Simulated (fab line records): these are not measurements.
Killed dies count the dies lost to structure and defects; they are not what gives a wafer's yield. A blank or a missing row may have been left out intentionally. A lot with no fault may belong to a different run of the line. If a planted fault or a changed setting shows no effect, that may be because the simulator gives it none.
Matching of chambers || flow nand_harc || NHARC_A_STAIRCASE_CMP_450 on cmp-01: 4 sister chambers
The step polishes SiO2, target thk 200 nm. 8 wafers are shown with their chamber, then 7 later ones without.

## WAFERS PAIRED WITH THEIR CHAMBERS
{"wafer": "L076.1", "chamber": 1, "motor_current_A (A)": 13.6, "pad_life_wafers": 249}
{"wafer": "L080.2", "chamber": 0, "motor_current_A (A)": 12.6, "pad_life_wafers": 15}
{"wafer": "L087.2", "chamber": 2, "motor_current_A (A)": 11.5, "pad_life_wafers": 285}
{"wafer": "L087.4", "chamber": 3, "motor_current_A (A)": 11.4, "pad_life_wafers": 282}
{"wafer": "L086.3", "chamber": 1, "motor_current_A (A)": 13.3, "pad_life_wafers": 294}
{"wafer": "L088.1", "chamber": 3, "motor_current_A (A)": 11.6, "pad_life_wafers": 339}
{"wafer": "L088.3", "chamber": 2, "motor_current_A (A)": 11.0, "pad_life_wafers": 338}
{"wafer": "L092.1", "chamber": 0, "motor_current_A (A)": 11.9, "pad_life_wafers": 72}

## WAFERS MISSING THEIR CHAMBER
{"wafer": "L092.4", "motor_current_A (A)": 12.3, "pad_life_wafers": 75}
{"wafer": "L093.1", "motor_current_A (A)": 13.1, "pad_life_wafers": 168}
{"wafer": "L093.2", "motor_current_A (A)": 11.2, "pad_life_wafers": 169}
{"wafer": "L096.2", "motor_current_A (A)": 11.0, "pad_life_wafers": 198}
{"wafer": "L096.3", "motor_current_A (A)": 12.4, "pad_life_wafers": 201}
{"wafer": "L097.3", "motor_current_A (A)": 13.0, "pad_life_wafers": 308}
{"wafer": "L097.4", "motor_current_A (A)": 11.4, "pad_life_wafers": 306}

## EACH ONE'S CHAMBER
{"wafer": "L092.4", "from the rows above": 0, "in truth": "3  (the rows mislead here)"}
{"wafer": "L093.1", "from the rows above": "can't be placed: 1 or 0", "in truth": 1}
{"wafer": "L093.2", "from the rows above": "can't be placed: 2 or 3 or 0", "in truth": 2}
{"wafer": "L096.2", "from the rows above": "can't be placed: 2 or 3", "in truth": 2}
{"wafer": "L096.3", "from the rows above": "can't be placed: 1 or 3 or 0 or 2", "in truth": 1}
{"wafer": "L097.3", "from the rows above": 1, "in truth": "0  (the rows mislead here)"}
{"wafer": "L097.4", "from the rows above": "can't be placed: 3 or 2", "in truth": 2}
Correctly placed: 0 of 7. These rows do not allow placing 5 (true chamber among the candidates in 5). Placed wrongly: 2.
How it was worked out, from the rows above alone: a wafer's distance from a chamber is the root of the sum, over the readings, of the square of ((its reading less the chamber's mean) divided by the reading's scatter). If the next closest chamber is less than 2 further off than the closest, the wafer can't be placed; otherwise it belongs to the closest. Each chamber's mean is taken over the wafers shown for it. The scatter: the root of (the sum of the squares of (reading less its chamber's mean) over the shown wafers, divided by (wafers less chambers)).
